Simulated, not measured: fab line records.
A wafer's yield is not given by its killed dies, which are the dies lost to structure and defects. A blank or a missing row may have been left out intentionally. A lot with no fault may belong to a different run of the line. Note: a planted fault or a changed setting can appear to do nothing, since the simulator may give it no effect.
Chamber matching / flow n5_finfet / N5_MOL_CONTACT_COAG_ETCH_89 on rie_diel-04 has 4 sister chambers
The step etches underlayer in N2/H2, target depth 13 nm, time 10.4 s. 8 wafers are shown with their chamber, then 8 later ones without.

WAFERS, EACH WITH ITS CHAMBER
wafer=L077.5; chamber=0; showerhead_plenum_p_Torr (Torr)=2.49; drypump_motor_current_A (A)=5.86
wafer=L082.3; chamber=2; showerhead_plenum_p_Torr (Torr)=2.64; drypump_motor_current_A (A)=5.44
wafer=L082.4; chamber=2; showerhead_plenum_p_Torr (Torr)=2.64; drypump_motor_current_A (A)=5.42
wafer=L082.6; chamber=1; showerhead_plenum_p_Torr (Torr)=2.51; drypump_motor_current_A (A)=5.90
wafer=L084.1; chamber=3; showerhead_plenum_p_Torr (Torr)=2.65; drypump_motor_current_A (A)=5.23
wafer=L084.4; chamber=3; showerhead_plenum_p_Torr (Torr)=2.65; drypump_motor_current_A (A)=5.23
wafer=L084.5; chamber=0; showerhead_plenum_p_Torr (Torr)=2.48; drypump_motor_current_A (A)=5.86
wafer=L090.3; chamber=1; showerhead_plenum_p_Torr (Torr)=2.50; drypump_motor_current_A (A)=5.93

WAFERS WHOSE CHAMBER IS MISSING
wafer=L090.4; showerhead_plenum_p_Torr (Torr)=2.63; drypump_motor_current_A (A)=5.39
wafer=L090.6; showerhead_plenum_p_Torr (Torr)=2.48; drypump_motor_current_A (A)=5.89
wafer=L093.2; showerhead_plenum_p_Torr (Torr)=2.50; drypump_motor_current_A (A)=5.89
wafer=L093.3; showerhead_plenum_p_Torr (Torr)=2.64; drypump_motor_current_A (A)=5.23
wafer=L093.6; showerhead_plenum_p_Torr (Torr)=2.48; drypump_motor_current_A (A)=5.86
wafer=L097.4; showerhead_plenum_p_Torr (Torr)=2.50; drypump_motor_current_A (A)=5.89
wafer=L097.5; showerhead_plenum_p_Torr (Torr)=2.47; drypump_motor_current_A (A)=5.88
wafer=L097.6; showerhead_plenum_p_Torr (Torr)=2.64; drypump_motor_current_A (A)=5.26

WHICH CHAMBER EACH ONE RAN IN
wafer=L090.4; from the rows above=2; in truth=2
wafer=L090.6; from the rows above=0; in truth=0
wafer=L093.2; from the rows above=can't be placed: 1 or 0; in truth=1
wafer=L093.3; from the rows above=3; in truth=3
wafer=L093.6; from the rows above=0; in truth=0
wafer=L097.4; from the rows above=can't be placed: 1 or 0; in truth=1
wafer=L097.5; from the rows above=0; in truth=0
wafer=L097.6; from the rows above=3; in truth=3
Placed correctly: 6 of 8. Unplaceable from these rows: 2, with the true chamber sitting among the candidates in 2. Wrongly placed: 0.
How it was worked out, from the rows above alone: a wafer's distance from a chamber is the root of the sum, over the readings, of the square of ((its reading less the chamber's mean) divided by the reading's scatter). If the next closest chamber is less than 2 further off than the closest, the wafer can't be placed; otherwise it belongs to the closest. A chamber's mean is the mean of its shown wafers. The scatter: the root of (the sum of the squares of (reading less its chamber's mean) over the shown wafers, divided by (wafers less chambers)).
